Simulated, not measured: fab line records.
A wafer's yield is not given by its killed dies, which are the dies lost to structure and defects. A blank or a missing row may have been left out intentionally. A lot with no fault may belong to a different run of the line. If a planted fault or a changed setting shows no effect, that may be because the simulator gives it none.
Check for tools in common -- flow nand-harc -- Lots sampled 12, wafers sampled 45

WHAT PROMPTED THE OPENING
On 3 of the 12 lots, a flag is raised at NHARC_P_M2_CD_MEAS_09 on the reading cd-nm. Fault-free wafers read 169.9 nm, with a standard deviation of 0.45.
Rule: a lot gets a flag if all its wafers with a number sit over 4 standard deviations from that mean, or if no wafer of it has a number. The rest of the lots are taken to be sound.

lot,measured,on,"cd-nm (nm), wafer by wafer",flag
L714,day 7 01:52,cd-sem-02,170.0 169.8 169.8,
L720,day 9 13:28,cd-sem-01,170.1 169.6 169.9,
L719,day 9 14:02,cd-sem-01,176.7 177.0 176.7 177.0 176.5 176.5,FLAGGED
L721,day 10 04:08,cd-sem-02,176.5 177.0 177.2 176.8 177.0 177.4,FLAGGED
L722,day 10 12:41,cd-sem-02,175.2 175.1 175.3 175.1 175.0 175.2,FLAGGED
L723,day 10 21:19,cd-sem-03,169.7 170.1 170.7,
L728,day 13 03:41,cd-sem-03,169.6 169.8 170.1,
L729,day 13 17:22,cd-sem-03,170.5 170.1 169.9,
L730,day 13 18:37,cd-sem-01,169.6 170.7 170.2,
L732,day 14 17:52,cd-sem-03,170.1 170.3 170.0,
L733,day 15 05:15,cd-sem-03,169.5 169.0 169.3,
L735,day 16 02:46,cd-sem-02,169.2 169.8 169.5,
On average the flagged lots' numbers are 176.3 nm, which is +6.4 nm against the usual, or +14 standard deviations.

WHICH TOOL EACH LOT WENT THROUGH
Before the reading, the record contains 3 process steps out of a 1302-step route. Read each cell as the tool, then ch plus the chambers that the sampled wafers visited, then the start.
lot,flag,NHARC_P_M1_DEGAS_29,NHARC_P_M1_DEP_33,NHARC_P_M2_PEB_07
L714,,"pvd-sputter-03, day 6 22:53","pecvd-01 ch 0,2, day 7 00:37","litho-track-06 ch 0, day 7 01:47"
L720,,"pvd-sputter-02, day 9 10:31","pecvd-03 ch 1,2, day 9 12:15","litho-track-06 ch 0, day 9 13:23"
L719,FLAGGED,"pvd-sputter-01, day 9 11:04","pecvd-02 ch 0,1, day 9 12:47","litho-track-06 ch 0, day 9 13:58"
L721,FLAGGED,"pvd-sputter-03, day 10 01:12","pecvd-03 ch 0,1, day 10 02:56","litho-track-06 ch 0, day 10 04:04"
L722,FLAGGED,"pvd-sputter-03, day 10 09:43","pecvd-01 ch 0,1,2, day 10 11:27","litho-track-06 ch 0, day 10 12:36"
L723,,"pvd-sputter-03, day 10 18:15","pecvd-01 ch 0,1,2, day 10 20:05","litho-track-01 ch 0, day 10 21:14"
L728,,"pvd-sputter-01, day 13 00:52","pecvd-02 ch 0,1,2, day 13 02:36","litho-track-01 ch 0, day 13 03:36"
L729,,"pvd-sputter-02, day 13 14:25","pecvd-01 ch 0,1,2, day 13 16:09","litho-track-06 ch 0, day 13 17:17"
L730,,"pvd-sputter-01, day 13 15:50","pecvd-02 ch 0,2, day 13 17:36","litho-track-06 ch 0, day 13 18:32"
L732,,"pvd-sputter-01, day 14 14:46","pecvd-01 ch 0,1,2, day 14 16:42","litho-track-04 ch 0, day 14 17:47"
L733,,"pvd-sputter-03, day 15 02:17","pecvd-02 ch 0,1,2, day 15 04:03","litho-track-06 ch 0, day 15 05:10"
L735,,"pvd-sputter-02, day 15 23:56","pecvd-01 ch 0,1,2, day 16 01:38","litho-track-04 ch 0, day 16 02:41"
What these steps do:
- NHARC_P_M1_DEGAS_29: time 60 s.
- NHARC_P_M1_DEP_33: deposits SiCN, target thk 30 nm.
- NHARC_P_M2_PEB_07: peb time 65 s.
- NHARC_P_M2_CD_MEAS_09: target cd 170 nm.

FLAGGED OVER TOTAL, TOOL BY TOOL (the gauges that took the reading come last)
step,tool,lots run,flagged,share of the flagged lots,sound lots run after its first flagged lot
NHARC_P_M1_DEGAS_29,pvd-sputter-01,4,1,some,"3 (L728,L730,L732)"
NHARC_P_M1_DEGAS_29,pvd-sputter-02,3,0,none,-
NHARC_P_M1_DEGAS_29,pvd-sputter-03,5,2,some,"2 (L723,L733)"
NHARC_P_M1_DEP_33,pecvd-01,6,1,some,"4 (L723,L729,L732,L735)"
NHARC_P_M1_DEP_33,pecvd-02,4,1,some,"3 (L728,L730,L733)"
NHARC_P_M1_DEP_33,pecvd-03,2,1,some,0
NHARC_P_M2_PEB_07,litho-track-01,2,0,none,-
NHARC_P_M2_PEB_07,litho-track-04,2,0,none,-
NHARC_P_M2_PEB_07,litho-track-06,8,3,all,"3 (L729,L730,L733)"
NHARC_P_M2_CD_MEAS_09,cd-sem-01,3,1,some,1 (L730)
NHARC_P_M2_CD_MEAS_09,cd-sem-02,4,2,some,1 (L735)
NHARC_P_M2_CD_MEAS_09,cd-sem-03,5,0,none,-

WHAT THE TABLE ALLOWS
All flagged lots share 1 row of the table, namely litho-track-06 at NHARC_P_M2_PEB_07.
- litho-track-06 at NHARC_P_M2_PEB_07: 3 of its 8 lots flagged. After the first flagged lot (L729, L730, L733), sound lots still ran on it; a lasting fault on the whole tool would not permit that. Its own readings (heater-power-total-W, plate-temp-C) fall more than 4 standard deviations out on all wafers of the flagged lots.
Not one row of the table ran every flagged lot while running no sound lot after the first.

WHAT THE SIMULATOR PUT IN
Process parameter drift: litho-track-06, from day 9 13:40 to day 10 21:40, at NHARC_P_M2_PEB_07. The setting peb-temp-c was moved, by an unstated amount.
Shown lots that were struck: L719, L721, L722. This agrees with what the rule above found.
